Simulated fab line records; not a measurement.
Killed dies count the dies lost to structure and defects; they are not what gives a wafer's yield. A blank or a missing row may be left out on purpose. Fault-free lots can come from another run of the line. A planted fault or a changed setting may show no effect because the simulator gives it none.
A struck lot beside a sound one -- flow nand-harc -- 14 out of 1159 route steps
Sound: these wafers, L823.1, L823.5, L823.6. Wafers struck: L829.1, L829.2, L829.5. At the end, the cause is stated.
Each step with rows lists, per side, the tool, then ch with its chambers, then its first start. Under that, the readings that differ: sound wafers -- struck wafers -- difference of the means -- sigmas: that difference in standard deviations of wafers without a fault.
alike: words and numbers the same on both sides, and readings whose means are apart by under 2 such deviations; not compared: readings that were withheld, readings missing a value for some wafer, numbers with overlapping values and no deviation given by the record, and bounds like >300 which may hide the same value.
A row with sigmas, a row that says differs or no value, or rows on one side alone: a step with any of these is where the two part. Numbers that don't overlap but have no deviation are shown without sigmas and don't part them. Lack of a reading on every wafer of one side parts them only where that side has two or more wafers.

first, 2 steps without rows for these wafers: NHARC_A_CONTACT_PEB_67 (peb time 65 s); NHARC_A_CONTACT_DEVELOP_68 (develop time 35 s).
NHARC_A_CONTACT_CD_MEAS_69 targets a cd of 200 nm.
  sound on cd-sem-02 ch 0, day 16 23:31; struck on cd-sem-03 ch 0, day 19 06:57
  alike: cd-nm
NHARC_A_CONTACT_OVL_MEAS_70:
  struck on overlay-02, day 19 07:02; sound on overlay-01, day 16 23:36
  alike: overlay-x-nm, overlay-y-nm
NHARC_A_CONTACT_INSPECT_71:
  struck on defect-inspect-01, day 19 07:05; sound on defect-inspect-01, day 16 23:38
  alike: raw-defect-count
then, 2 steps without rows for these wafers: NHARC_A_CONTACT_DESCUM_74 (chemistry O2, time 3 s); NHARC_A_CONTACT_ETCH_75 (etches the open film in CF4, target depth 39 nm, time 65 s).
NHARC_A_CONTACT_ETCH_76: etches the open film in N2/H2, target depth 260 nm, time 475.3 s.
  sound on rie-diel-13 ch 1,2; struck on rie-diel-05 ch 1,2,3
reading,sound,struck,difference,sigmas
oes-product-au (a.u.),1.006 1.012 1.010,0.986 0.994 0.995,-0.018,-2
  alike: bias-w, chamber-pressure-mTorr, drypump-motor-current-A, rf-vpp-V, showerhead-plenum-p-Torr, throttle-valve-pct
  not compared: rf-hours-counter-h
NHARC_A_CONTACT_ETCH_77: etches the open film in CF4/CHF3, target depth 72.6 nm, time 36.3 s.
  sound on rie-diel-13 ch 2,3; struck on rie-diel-05 ch 0,3
  alike: bias-w, cf4-flow-sccm, chamber-pressure-mTorr, drypump-motor-current-A, oes-product-au, rf-vpp-V, showerhead-plenum-p-Torr, throttle-valve-pct
  not compared: rf-hours-counter-h
NHARC_A_CONTACT_ETCH_78: etches the open film in O2/COS, target depth 2800 nm, time 728 s.
  sound on rie-diel-13 ch 0,1,2; struck on rie-diel-05 ch 1,2,3
  alike: bias-w, chamber-pressure-mTorr, drypump-motor-current-A, oes-product-au, rf-vpp-V, showerhead-plenum-p-Torr, throttle-valve-pct
  not compared: rf-hours-counter-h
NHARC_A_CONTACT_ETCH_124: etches the open film in C4F8/O2/Ar, time 140 s, target depth 700 nm.
  sound on har-cap-etch-03 ch 0,1, day 17 00:50; struck on har-cap-etch-02 ch 0,1, day 19 08:16
  alike: chamber-pressure-mTorr, oes-air-line-au
  not compared: rf-hours-counter-h
then, 1 step without rows for these wafers: NHARC_A_CONTACT_ETCH_125 (etches the open film in C4F8/O2/Ar, time 155 s, target depth 956 nm).
NHARC_A_CONTACT_ETCH_126: etches the open film in C4F8/O2/Ar, time 155 s, target depth 956 nm.
  sound on har-cap-etch-03 ch 0,1, day 17 01:10; struck on har-cap-etch-02 ch 0,1, day 19 08:37
  no value came back on the struck wafers for chamber-pressure-mTorr (mTorr), oes-air-line-au (a.u.), time-s (s); on the sound wafers chamber-pressure-mTorr (mTorr) reads 20.018 19.985 20.005
  not compared: rf-hours-counter-h
NHARC_A_CONTACT_ETCH_127: etches the open film in C4F8/O2/Ar, time 155 s, target depth 956 nm.
  sound on har-cap-etch-03 ch 0,1, day 17 01:19; struck on har-cap-etch-02 ch 0,1, day 19 08:46
  alike: chamber-pressure-mTorr, oes-air-line-au
  not compared: rf-hours-counter-h

## WHERE THEY PART
Earliest at NHARC_A_CONTACT_ETCH_76; latest, in this record, at NHARC_A_CONTACT_ETCH_126. Later steps at which nothing parts them and some readings are alike: NHARC_A_CONTACT_ETCH_127.

WHY: the cause the simulator had injected
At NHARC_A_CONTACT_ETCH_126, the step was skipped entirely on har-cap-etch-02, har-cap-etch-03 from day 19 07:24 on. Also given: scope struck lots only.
